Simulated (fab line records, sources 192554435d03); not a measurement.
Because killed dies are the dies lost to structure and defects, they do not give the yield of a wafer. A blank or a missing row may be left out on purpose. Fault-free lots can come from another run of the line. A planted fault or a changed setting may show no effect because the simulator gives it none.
fab line records ; flow n5Finfet
record: lots: 5; wafers: 12; lastDay: 17
route steps=1938 shown STI_FIN_REVEAL@209 DUMMY_GATE@212 SD_EPI_N@272 SD_EPI_P@305 PASSIVATION@1936
lots untouched by any fault: they come from a run of this same line in which no faults occurred
startH: hours from the record's first day to the start of the lot's first wafer shown ; waitH: time in hours since the lot's previous step ; " identical to the entry in the row above ; L1.1+2: several wafers, shown together as one row ; - no value present, or no start provided ; * or withheld: withheld ; < > ~ a bound
route shown NAME@n: NAME is a module with steps in the file, n the number in the route of the first one ; usual: mean and standard deviation over wafers with no fault ; same: alike in all rows ; chamber/n: place in a boat ; sites: each site's reading ; _std_site: standard deviation across them ; _edge_site: mean of outer sites minus mean of inner sites ; radiusMm: how far each site lies from the wafer's centre ; mask NAME#n: copy n ; behind: the tool/chamber that last shaped the wafer ; hold: why the lot went on hold/how many hours it stayed there/how the hold came to an end ; device: the transistor (n, p or np) that didn't switch ; end of line: at the end of the route, the tests of the same wafers ; a step without rows: its recipe alone ; killed: the dies lost at the first sort to structure and to defects; this is not the yield of the wafer ; map: the dies of a wafer, with x for killed, . for not killed, _ for no die there
set.NAME: the setting that was run; set.NAME@STEP: the one run at that earlier step ; model.NAME: the simulator's own value behind a step, which no gauge read
lots at selected steps of the route; one table per step, one row per wafer
services: from which hour (startH, from the record's first day; less than 0 if before it) a tool's chamber was out of use, for how many hours, and why
== steps ==
step: N5_STI_FIN_REVEAL_PRECLEAN_18
recipe: chemistry: SC2; timeS: 45; tempC: 35; mix: 1:1:50
step: N5_STI_FIN_REVEAL_SRD_28
recipe: dry: ipaMarangoni; timeS: 30; tempC: 23; rinseLiquid: diw
step: N5_STI_FIN_REVEAL_INSPECT_13
recipe: inspectInstrument: darkfield; mode: postClean
usual: rawDefectCount: 12/5.1
lot.wafer;tool;chamber;startH;waitH;rawDefectCount
L508.1;defectInspect-02;-;74.09;0.0;11
L508.3;defectInspect-02;-;74.09;0.0;6
L508.6;defectInspect-02;-;74.09;0.0;14
L515.1;defectInspect-02;-;117.69;0.0;14
L515.5;defectInspect-02;-;117.69;0.0;17
L519.2;defectInspect-01;-;144.47;0.0;14
L519.3;defectInspect-01;-;144.47;0.0;7
L519.4;defectInspect-01;-;144.47;0.0;9
L520.1;defectInspect-02;-;146.12;0.0;8
L520.5;defectInspect-02;-;146.12;0.0;18
L522.4;defectInspect-02;-;157.24;0.0;10
L522.6;defectInspect-02;-;157.24;0.0;11
step: N5_DUMMY_GATE_PRECLEAN_00
recipe: chemistry: O3/DIW; timeS: 60; tempC: 22; o3Ppm: 10
step: N5_DUMMY_GATE_SRD_01
recipe: timeS: 30; tempC: 23; rinseLiquid: diw; dry: ipaMarangoni
step: N5_DUMMY_GATE_ALD_02
recipe: material: SiO2; targetThkA: 20; tempC: 300; aldPrecursorFamily: BDEAS; aldCoReactant: O2-plasma; pulseTimeS: 1; pressureTorr: 2
usual: chamberPressureTorr: 1.999/0.0041; heaterPowerW: 460/41; precursorPulseHeightRel: 0.997/0.018
lot.wafer;tool;chamber;startH;waitH;chamberPressureTorr;heaterPowerW;precursorPulseHeightRel
L508.1;aldSin-04;0;75.68;1.5;2.005;408;1.039
L508.3;aldSin-04;3;75.68;1.5;1.999;545;1.014
L508.6;aldSin-04;3;75.68;1.5;2.001;539;1.002
L515.1;aldSin-04;2;117.78;0.0;1.996;500;0.981
L515.5;aldSin-04;2;117.78;0.0;1.999;497;1.032
L519.2;aldSin-03;0;144.56;0.0;1.995;440;1.003
L519.3;aldSin-03;2;144.56;0.0;2.006;469;0.999
L519.4;aldSin-03;1;144.56;0.0;1.997;453;0.985
L520.1;aldSin-04;1;146.21;0.0;1.998;436;1.012
L520.5;aldSin-04;1;146.21;0.0;1.993;451;0.997
L522.4;aldSin-01;2;159.43;2.1;2.005;466;1.001
L522.6;aldSin-01;0;159.43;2.1;1.995;424;0.980
step: N5_DUMMY_GATE_CVD_03
recipe: material: a-Si; targetThkA: 1500; tempC: 530; precursor: SiH4; timeS: 8042
step: N5_DUMMY_GATE_PRECLEAN_46
recipe: chemistry: DIW; timeS: 89.5; tempC: 23
step: N5_DUMMY_GATE_SRD_47
recipe: dryTimeS: 32; dry: n2Spin; spinRpm: 1500
step: N5_DUMMY_GATE_CMP_04
recipe: material: a-Si; postCmpClean: alkalineBrush
usual: motorCurrentA: 10.1/0.96; padLifeWafers: 995/560; timeToEndpointS: 13.0/2.7
lot.wafer;tool;chamber;startH;waitH;motorCurrentA;padLifeWafers;timeToEndpointS
L508.1;cmp-01;2;79.52;0.0;10.8;1842;12.2
L508.3;cmp-01;3;79.52;0.0;11.0;1843;14.8
L508.6;cmp-01;2;79.52;0.0;10.7;-;15.0
L515.1;cmp-04;0;121.62;0.0;9.3;804;12.9
L515.5;cmp-04;0;121.62;0.0;9.2;-;10.2
L519.2;cmp-04;0;148.42;0.0;9.6;1014;11.9
L519.3;cmp-04;1;148.42;0.0;10.6;1015;13.1
L519.4;cmp-04;3;148.42;0.0;10.5;1017;14.6
L520.1;cmp-04;3;150.15;0.1;10.5;1029;11.7
L520.5;cmp-04;1;150.15;0.1;10.7;-;9.7
L522.4;cmp-01;0;163.33;0.1;8.9;302;16.0
L522.6;cmp-01;3;163.33;0.1;11.3;-;15.4
step: N5_DUMMY_GATE_THK_MEAS_05
usual: thkNm: 71.8/1.2
lot.wafer;tool;chamber;startH;waitH;thkNm
L508.1;filmMetro-01;-;79.76;0.2;71.3
L508.3;filmMetro-01;-;79.76;0.2;72.9
L508.6;filmMetro-01;-;79.76;0.2;70.9
L515.1;filmMetro-02;-;121.87;0.2;71.1
L515.5;filmMetro-02;-;121.87;0.2;71.4
L519.2;filmMetro-01;-;148.66;0.2;70.9
L519.3;filmMetro-01;-;148.66;0.2;73.0
L519.4;filmMetro-01;-;148.66;0.2;73.1
L520.1;filmMetro-01;-;150.29;0.1;71.1
L520.5;filmMetro-01;-;150.29;0.1;72.1
L522.4;filmMetro-02;-;163.51;0.1;73.2
L522.6;filmMetro-02;-;163.51;0.1;70.8
step: N5_DUMMY_GATE_HM_DEP_06
recipe: material: SiNx; targetThkA: 800; precursor: DCS/NH3; tempC: 700; pressureMtorr: 300; timeS: 5141
step: N5_DUMMY_GATE_PECVD_30
recipe: material: SiO2; targetThkA: 550; tempC: 400; precursor: TEOS/O2; pressureTorr: 6.5; rfW: withheld; teosFlowSccm: withheld; gas: O2; flowSccm: 2650; timeS: 10.8
usual: chamberPressureTorr: 6.499/0.014
lot.wafer;tool;chamber;startH;waitH;chamberPressureTorr
L508.1;pecvd-03;2;83.73;0.0;6.480
L508.3;pecvd-03;0;83.73;0.0;6.488
L508.6;pecvd-03;1;83.73;0.0;6.482
L515.1;pecvd-02;2;125.84;0.0;6.492
L515.5;pecvd-02;2;125.84;0.0;6.485
L519.2;pecvd-04;0;152.64;0.0;6.493
L519.3;pecvd-04;2;152.64;0.0;6.508
L519.4;pecvd-04;2;152.64;0.0;6.490
L520.1;pecvd-03;2;154.26;0.0;6.488
L520.5;pecvd-03;1;154.26;0.0;6.522
L522.4;pecvd-02;1;167.50;0.1;6.484
L522.6;pecvd-02;1;167.50;0.1;6.498
step: N5_DUMMY_GATE_COAT_34
recipe: resist: SOC; tempC: 250; timeS: 60; spinRpm: 1500; resistThkNm: 60
step: N5_DUMMY_GATE_COAT_35
recipe: resist: SiARC; tempC: 220; timeS: 60; spinRpm: 1500; resistThkNm: 10
step: N5_DUMMY_GATE_COAT_28
recipe: resist: underlayer; tempC: 205; timeS: 60; spinRpm: 1500; resistThkNm: 10
step: N5_DUMMY_GATE_COAT_09
recipe: resist: CAR-EUV; spinRpm: 1500; resistThkNm: 30
step: N5_DUMMY_GATE_EBR_11
recipe: solvent: PGMEA; ebrWidthMm: 1.5
step: N5_DUMMY_GATE_SOFTBAKE_10
recipe: tempC: 110; timeS: 60; resist: CAR-EUV
step: N5_DUMMY_GATE_EXPOSE_12
recipe: maskId: GATE; na: 0.33; sourceShape: annular; sigmaInner: 0.2; sigmaOuter: 0.6; polarization: unpolarized; targetCdNm: 25; doseMj: 34
step: N5_DUMMY_GATE_PEB_13
recipe: pebTempC: 100; pebTimeS: 60; resist: CAR-EUV
step: N5_DUMMY_GATE_DEVELOP_14
recipe: developTimeS: 30; developer: TMAH; resist: CAR-EUV; rinseLiquid: surfactantRinse; dry: airSpin; devTempC: 23
step: N5_DUMMY_GATE_CD_MEAS_15
recipe: targetCdNm: 25.8; landingEnergyEv: 500; detector: seInlens
usual: cdNm: 24.96/0.26
lot.wafer;tool;chamber;startH;waitH;cdNm
L508.1;cdSem-03;0;84.17;-;24.77
L508.3;cdSem-03;0;84.17;-;25.09
L508.6;cdSem-03;0;84.17;-;25.40
L515.1;cdSem-01;0;126.28;-;24.89
L515.5;cdSem-01;0;126.28;-;25.22
L519.2;cdSem-02;0;152.97;-;25.14
L519.3;cdSem-02;0;152.97;-;24.90
L519.4;cdSem-02;0;152.97;-;25.19
L520.1;cdSem-03;0;154.59;-;24.97
L520.5;cdSem-03;0;154.59;-;25.21
L522.4;cdSem-03;0;167.83;-;24.40
L522.6;cdSem-03;0;167.83;-;24.96
step: N5_DUMMY_GATE_OVL_MEAS_16
recipe: pointsPerWafer: 522
usual: GATE_OVL: 0.1/0.6
lot.wafer;tool;chamber;startH;waitH;GATE_OVL[nm]
L508.1;overlay-01;0;84.21;0.0;0.1
L508.3;overlay-01;0;84.21;0.0;-0.2
L508.6;overlay-01;0;84.21;0.0;0.9
L515.1;overlay-02;0;126.32;0.0;0.1
L515.5;overlay-02;0;126.32;0.0;-0.4
L519.2;overlay-02;0;153.01;0.0;0.3
L519.3;overlay-02;0;153.01;0.0;0.8
L519.4;overlay-02;0;153.01;0.0;0.8
L520.1;overlay-02;0;154.63;0.0;-0.2
L520.5;overlay-02;0;154.63;0.0;-0.7
L522.4;overlay-01;0;167.88;0.0;0.2
L522.6;overlay-01;0;167.88;0.0;-0.1
step: N5_DUMMY_GATE_INSPECT_17
recipe: mode: adi; inspectInstrument: brightfield
usual: rawDefectCount: 183/54
lot.wafer;tool;chamber;startH;waitH;rawDefectCount
L508.1;defectInspect-02;-;84.27;0.1;191
L508.3;defectInspect-02;-;84.27;0.1;156
L508.6;defectInspect-02;-;84.27;0.1;150
L515.1;defectInspect-01;-;126.38;0.1;200
L515.5;defectInspect-01;-;126.38;0.1;145
L519.2;defectInspect-02;-;153.06;0.0;130
L519.3;defectInspect-02;-;153.06;0.0;127
L519.4;defectInspect-02;-;153.06;0.0;86
L520.1;defectInspect-02;-;154.68;0.1;252
L520.5;defectInspect-02;-;154.68;0.1;211
L522.4;defectInspect-01;-;167.92;0.0;322
L522.6;defectInspect-01;-;167.92;0.0;256
step: N5_DUMMY_GATE_DESCUM_20
recipe: chemistry: O2; timeS: 6.2; sourcePowerW: 50; biasPowerW: 20; pressureMtorr: 20; rfFrequencyHz: 2.712e+07; tempC: 40; resist: CAR-EUV; o2FlowSccm: 225
step: N5_DUMMY_GATE_ETCH_29
recipe: chemistry: N2/H2; target: underlayer; targetDepthA: 130; ionEnergyEv: 200; pressureMtorr: 30; sourceW: 840; biasW: 150; n2FlowSccm: 200; h2FlowSccm: 200
step: N5_DUMMY_GATE_ETCH_36
recipe: chemistry: CF4; target: SiARC; targetDepthA: 130; pressureMtorr: 40; sourceW: 545; biasW: 36; Ar_flow_sccm: 100; cf4FlowSccm: 100; ionEnergyEv: 80
step: N5_DUMMY_GATE_ETCH_37
recipe: chemistry: N2/H2; target: SOC; targetDepthA: 600; overetchA: 300; tempC: 40; ionEnergyEv: 200; pressureMtorr: 30; sourceW: 840; biasW: 150; n2FlowSccm: 200; h2FlowSccm: 200
step: N5_DUMMY_GATE_STRIP_38
recipe: chemistry: N2/H2; tempC: 40; n2FlowSccm: 200; h2FlowSccm: 200; rfFrequencyHz: 6e+07
step: N5_DUMMY_GATE_STRIP_39
recipe: chemistry: N2/H2; tempC: 40; n2FlowSccm: 200; h2FlowSccm: 200; rfFrequencyHz: 6e+07
step: N5_DUMMY_GATE_TRIM_49
recipe: chemistry: O2; resist: SOC; timeS: 29; targetCdNm: 14; sourcePowerW: 300; biasPowerW: 0; O2_flow_sccm: 100; tempC: 20
step: N5_DUMMY_GATE_STRIP_40
recipe: chemistry: CF4; resist: SiARC; powerW: 300; biasPowerW: 75; pressureMtorr: 50; cf4FlowSccm: 150; rfFrequencyHz: 6e+07
usual: cf4FlowSccm: 150.0/0.47; chamberPressureMTorr: 50.00/0.052; drypumpMotorCurrentA: 5.8/0.32; oesProductAu: 0.76/0.074; rfVppV: 270.6/1.6; showerheadPlenumPTorr: 1.77/0.066; throttleValvePct: 13.60/0.19
lot.wafer;tool;chamber;startH;waitH;cf4FlowSccm;chamberPressureMTorr;drypumpMotorCurrentA;oesProductAu;rfHoursCounterH;rfVppV;showerheadPlenumPTorr;throttleValvePct
L508.1;rieDiel-04;3;84.63;0.1;150.5;49.98;5.7;0.81;87;269.2;1.67;13.23
L508.3;rieDiel-04;2;84.63;0.1;150.4;49.98;6.0;0.71;217;273.0;1.83;13.82
L508.6;rieDiel-04;2;84.63;0.1;150.5;49.93;6.1;0.70;-;272.1;1.83;13.80
L515.1;rieDiel-03;0;126.75;0.1;149.2;49.99;5.8;0.90;18;271.5;1.86;13.66
L515.5;rieDiel-03;0;126.75;0.1;150.5;49.97;5.8;0.90;-;271.3;1.86;13.65
L519.2;rieDiel-03;0;153.94;0.4;149.7;49.97;5.8;0.88;26;273.2;1.85;13.66
L519.3;rieDiel-03;2;153.94;0.4;150.3;49.99;6.5;0.69;244;271.9;1.78;13.64
L519.4;rieDiel-03;3;153.94;0.4;148.9;50.06;5.5;0.69;228;269.4;1.69;13.47
L520.1;rieDiel-06;1;155.05;0.1;149.0;50.00;6.2;0.89;19;269.5;1.75;13.47
L520.5;rieDiel-06;0;155.05;0.1;150.4;49.97;5.4;0.69;-;270.3;1.71;13.76
L522.4;rieDiel-04;2;168.27;0.0;149.4;50.06;6.0;0.68;244;273.0;1.82;13.87
L522.6;rieDiel-04;1;168.27;0.0;149.5;50.00;6.2;0.74;-;272.5;1.86;13.48
step: N5_DUMMY_GATE_CD_MEAS_50
recipe: targetCdNm: 14
usual: cdNm: 13.9/0.42
lot.wafer;tool;chamber;startH;waitH;cdNm
L508.1;cdSem-02;-;84.68;0.0;14.0
L508.3;cdSem-02;-;84.68;0.0;14.3
L508.6;cdSem-02;-;84.68;0.0;13.7
L515.1;cdSem-01;-;126.80;0.0;13.4
L515.5;cdSem-01;-;126.80;0.0;14.9
L519.2;cdSem-01;-;153.99;0.0;14.3
L519.3;cdSem-01;-;153.99;0.0;14.1
L519.4;cdSem-01;-;153.99;0.0;14.0
L520.1;cdSem-03;-;155.10;0.0;14.0
L520.5;cdSem-03;-;155.10;0.0;13.5
L522.4;cdSem-03;-;168.33;0.0;13.7
L522.6;cdSem-03;-;168.33;0.0;14.2
step: N5_DUMMY_GATE_ETCH_31
recipe: chemistry: C4F6/O2; target: SiO2; maskMaterial: SOC; targetDepthA: 825; timeS: 27.5; ionEnergyEv: 250; pressureMtorr: 30; sourceW: 345; biasW: 185; Ar_flow_sccm: 300; C4F6_flow_sccm: 10; O2_flow_sccm: 10
step: N5_DUMMY_GATE_STRIP_41
recipe: chemistry: O2; powerW: 400; tempC: 40; pressureMtorr: 30; rfFrequencyHz: 6e+07; biasPowerW: 0; overashFraction: 0.3; o2FlowSccm: 225
step: N5_DUMMY_GATE_HM_OPEN_21
recipe: chemistry: CH3F/O2; target: SiNx; targetDepthA: 1200; Ar_flow_sccm: 150; CH3F_flow_sccm: 30; O2_flow_sccm: 23; timeS: 171.4; pressureMtorr: 30; sourceW: 395; biasW: 73; ionEnergyEv: 120.7
step: N5_DUMMY_GATE_ETCH_32
recipe: chemistry: CF4; target: SiO2; targetDepthA: 35; timeS: 3.9; ionEnergyEv: 350; pressureMtorr: 10; icpW: 800; biasW: 400; cf4FlowSccm: 80
usual: cf4FlowSccm: 80.00/0.23; chamberPressureMTorr: 9.999/0.0091; drypumpMotorCurrentA: 6.0/0.46; oesProductAu: 1.007/0.02; throttleValvePct: 21.92/0.28
lot.wafer;tool;chamber;startH;waitH;cf4FlowSccm;chamberPressureMTorr;drypumpMotorCurrentA;oesProductAu;rfHoursCounterH;throttleValvePct
L508.1;rieSi-04;2;84.97;0.1;79.74;10.002;5.6;1.018;140;21.94
L508.3;rieSi-04;3;84.97;0.1;79.92;10.005;6.6;1.008;181;21.92
L508.6;rieSi-04;1;84.97;0.1;80.22;10.003;5.7;0.964;-;22.30
L515.1;rieSi-01;3;127.10;0.1;79.55;9.989;6.3;1.025;128;21.71
L515.5;rieSi-01;2;127.10;0.1;80.02;10.017;6.0;1.005;-;21.78
L519.2;rieSi-06;1;154.44;0.1;80.29;10.003;6.0;0.987;131;21.57
L519.3;rieSi-06;0;154.44;0.1;79.96;9.998;6.4;1.003;147;21.75
L519.4;rieSi-06;3;154.44;0.1;80.35;10.004;5.0;1.037;6;21.44
L520.1;rieSi-01;3;155.39;0.1;79.92;9.987;6.4;1.048;128;21.71
L520.5;rieSi-01;1;155.39;0.1;79.72;9.995;6.6;0.997;-;21.96
L522.4;rieSi-04;1;168.64;0.1;79.64;9.996;5.7;0.973;-;22.30
L522.6;rieSi-04;0;168.64;0.1;79.94;10.028;5.5;1.043;-;22.47
step: N5_DUMMY_GATE_ETCH_23
recipe: chemistry: HBr/Cl2/O2; HBr_flow_sccm: 150; Cl2_flow_sccm: 80; O2_flow_sccm: 12; biasW: 102; targetDepthA: 410; timeS: 22.3; target: poly-Si; maskMaterial: SiO2; pressureMtorr: 10; icpW: 800
usual: chamberPressureMTorr: 10.000/0.011; drypumpMotorCurrentA: 6.0/0.46; oes_o_777_au: 1.02/0.053; oesProductAu: 1.006/0.018; throttleValvePct: 37.6/0.44
lot.wafer;tool;chamber;startH;waitH;chamberPressureMTorr;drypumpMotorCurrentA;oes_o_777_au;oesProductAu;rfHoursCounterH;throttleValvePct
L508.1;rieSi-04;2;85.01;0.0;9.996;5.5;0.98;1.010;140;37.6
L508.3;rieSi-04;3;85.01;0.0;10.004;6.6;1.02;0.997;181;37.7
L508.6;rieSi-04;1;85.01;0.0;9.999;5.7;0.90;0.992;-;38.1
L515.1;rieSi-01;3;127.13;0.0;9.995;6.4;1.04;1.037;128;37.4
L515.5;rieSi-01;2;127.13;0.0;9.987;6.1;1.02;1.010;-;37.7
L519.2;rieSi-06;1;154.47;0.0;9.993;6.0;0.97;0.994;131;36.7
L519.3;rieSi-06;0;154.47;0.0;10.011;6.4;1.02;0.997;147;37.0
L519.4;rieSi-06;3;154.47;0.0;10.006;5.0;1.13;1.043;6;36.9
L520.1;rieSi-01;3;155.42;0.0;10.000;6.4;1.05;1.037;128;37.4
L520.5;rieSi-01;1;155.42;0.0;9.993;6.6;1.04;0.992;-;37.4
L522.4;rieSi-04;1;168.68;0.0;10.004;5.7;0.90;0.978;-;38.1
L522.6;rieSi-04;0;168.68;0.0;10.021;5.5;1.06;1.022;-;38.4
step: N5_DUMMY_GATE_ETCH_44
recipe: chemistry: HBr/O2; overEtchFrac: 0.7; targetDepthA: 1275; stopOn: SiO2; ionEnergyEv: 60; biasW: 20; target: poly-Si; maskMaterial: SiO2; pressureMtorr: 20; icpW: 400; HBr_flow_sccm: 120; O2_flow_sccm: 10
step: N5_DUMMY_GATE_CD_MEAS_24
recipe: targetCdNm: 15
usual: cdNm: 15.0/0.49
lot.wafer;tool;chamber;startH;waitH;cdNm
L508.1;cdSem-02;-;85.17;0.1;15.7
L508.3;cdSem-02;-;85.17;0.1;15.4
L508.6;cdSem-02;-;85.17;0.1;15.3
L515.1;cdSem-03;-;127.30;0.1;14.9
L515.5;cdSem-03;-;127.30;0.1;15.4
L519.2;cdSem-03;-;154.64;0.1;15.4
L519.3;cdSem-03;-;154.64;0.1;14.7
L519.4;cdSem-03;-;154.64;0.1;15.3
L520.1;cdSem-03;-;155.59;0.1;15.6
L520.5;cdSem-03;-;155.59;0.1;14.4
L522.4;cdSem-02;-;168.83;0.0;14.4
L522.6;cdSem-02;-;168.83;0.0;15.1
step: N5_DUMMY_GATE_ETCH_42
recipe: chemistry: CHF3/O2; target: SiO2; targetDepthA: 35; timeS: 31; ionEnergyEv: 30; biasW: 12; pressureMtorr: 30; sourceW: 600; Ar_flow_sccm: 200; CHF3_flow_sccm: 50; O2_flow_sccm: 5
step: N5_SD_EPI_N_INSPECT_11
recipe: mode: adi; inspectInstrument: macro
usual: rawDefectCount: 2.2/1.5
lot.wafer;tool;chamber;startH;waitH;rawDefectCount
L508.1;defectInspect-01;-;87.07;0.0;2
L508.3;defectInspect-01;-;87.07;0.0;26
L508.6;defectInspect-01;-;87.07;0.0;2
L515.1;defectInspect-02;-;129.90;0.0;5
L515.5;defectInspect-02;-;129.90;0.0;2
L519.2;defectInspect-02;-;155.99;0.0;0
L519.3;defectInspect-02;-;155.99;0.0;5
L519.4;defectInspect-02;-;155.99;0.0;1
L520.1;defectInspect-02;-;157.77;0.0;1
L520.5;defectInspect-02;-;157.77;0.0;2
L522.4;defectInspect-01;-;170.36;0.0;0
L522.6;defectInspect-01;-;170.36;0.0;3
step: N5_SD_EPI_P_INSPECT_11
recipe: mode: adi; inspectInstrument: macro
usual: rawDefectCount: 1.9/1.4
lot.wafer;tool;chamber;startH;waitH;rawDefectCount
L508.1;defectInspect-01;-;91.70;0.0;1
L508.3;defectInspect-01;-;91.70;0.0;25
L508.6;defectInspect-01;-;91.70;0.0;1
L515.1;defectInspect-02;-;135.09;0.0;4
L515.5;defectInspect-02;-;135.09;0.0;1
L519.2;defectInspect-01;-;161.21;0.0;0
L519.3;defectInspect-01;-;161.21;0.0;3
L519.4;defectInspect-01;-;161.21;0.0;3
L520.1;defectInspect-01;-;162.38;0.0;1
L520.5;defectInspect-01;-;162.38;0.0;1
L522.4;defectInspect-02;-;174.79;0.0;2
L522.6;defectInspect-02;-;174.79;0.0;1
step: N5_PASSIVATION_PROBE_49
usual: killed_at_M0_to_M3: 34/10; killed_at_M4_up: 13/5.4; killedAtContacts: 13/6; killedAtFrontEnd: 42/13; killedAtOther: 4/3.2; killedDies: 107/18; killedOpen: 69/14; killedShort: 35/7.7
same: grossDies: 1180; killedAtBackSide: 0
lot.wafer;tool;chamber;startH;waitH;killed_at_M0_to_M3;killed_at_M4_up;killedAtContacts;killedAtFrontEnd;killedAtOther;killedDies;killedOpen;killedShort
L508.1;prober-01;-;304.87;0.0;47;13;19;47;1;127;89;25
L508.3;prober-01;-;304.97;0.1;37;8;9;51;3;108;58;26
killed by level:class
L508.1 BEOL_M2:geometricParticle:open=13 STI_FIN_REVEAL:geometricParticle:open=13 MOL_CONTACT_COAG:geometricParticle:open=13 BEOL_M3:geometricParticle:open=11 HKMG_FIN:areaEtch=10 BEOL_M1:geometricParticle:open=7 FIN_SAQP:geometricParticle:open=6 BEOL_M0_SAQP:geometricParticle:short=6
L508.3 DUMMY_GATE:unspecified=18 STI_FIN_REVEAL:geometricParticle:open=8 BEOL_M3:geometricParticle:open=8 BEOL_M0_SAQP:geometricParticle:short=8 BEOL_M2:geometricParticle:open=8 MOL_CONTACT_COAG:geometricParticle:open=6 FIN_SAQP:geometricParticle:open=5 BEOL_M1:geometricParticle:open=5
== services ==
tool;chamber;startH;hours;kind
rieSi-06;3;58.54;10.9;repair
aldSin-01;0;59.39;2.6;repair
pecvd-02;-;66.27;2.8;pm
rieDiel-04;0;66.29;10.2;repair
aldSin-04;3;66.35;8.7;repair
aldSin-01;-;85.60;14.0;pm
rieDiel-04;2;90.08;1.8;repair
rieDiel-03;3;92.22;7.2;repair
aldSin-01;-;99.60;28.1;pm
cmp-01;-;112.97;4.0;pm
cmp-01;-;116.97;6.3;pm
rieSi-04;-;117.87;0.1;repair
rieSi-06;0;121.63;1.3;repair
aldSin-03;-;122.29;0.3;repair
rieSi-01;-;125.04;0.4;repair
rieDiel-04;-;136.74;2.8;pm
pecvd-04;-;139.50;0.5;repair
aldSin-03;1;139.92;3.4;repair
pecvd-02;-;140.79;14.6;pm
cmp-04;-;146.17;0.8;repair
cmp-01;-;147.64;1.0;repair
rieDiel-04;2;157.46;2.1;repair
rieSi-04;2;165.82;3.8;repair
pecvd-02;2;166.02;23.7;repair
== key ==
firstSign: step: N5_SD_EPI_N_INSPECT_11; reading: rawDefectCount; direction: up; sigmas: 16; usual: 2.2; struck: 26
effect: step: N5_SD_EPI_P_INSPECT_11; reading: rawDefectCount; direction: up; sigmas: 17; usual: 1.9; struck: 25
metAt N5_DUMMY_GATE_PECVD_30
struckWafers L508.3
testerLeftOut L508
baselineLoss: step: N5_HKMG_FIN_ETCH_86; wafers: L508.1
fault: kind: chamberParticleSource; tool: pecvd-03; chamber: 0; onsetH: 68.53; steps: N5_DUMMY_GATE_PECVD_30; ratePerVisitCm2: 0.035646; endH: 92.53
testerLeftOut: of these lots the tester's yield and bins aren't shown, on N5 and GAA mostly nor the transistor test; their killed dies are dies lost to structure and defects alone, not to doping, threshold or leakage, so they don't give the yield
baselineLoss: these wafers lose ten dies or more at that step, a loss of the line's own and not of a fault; the sort's usual values leave them out
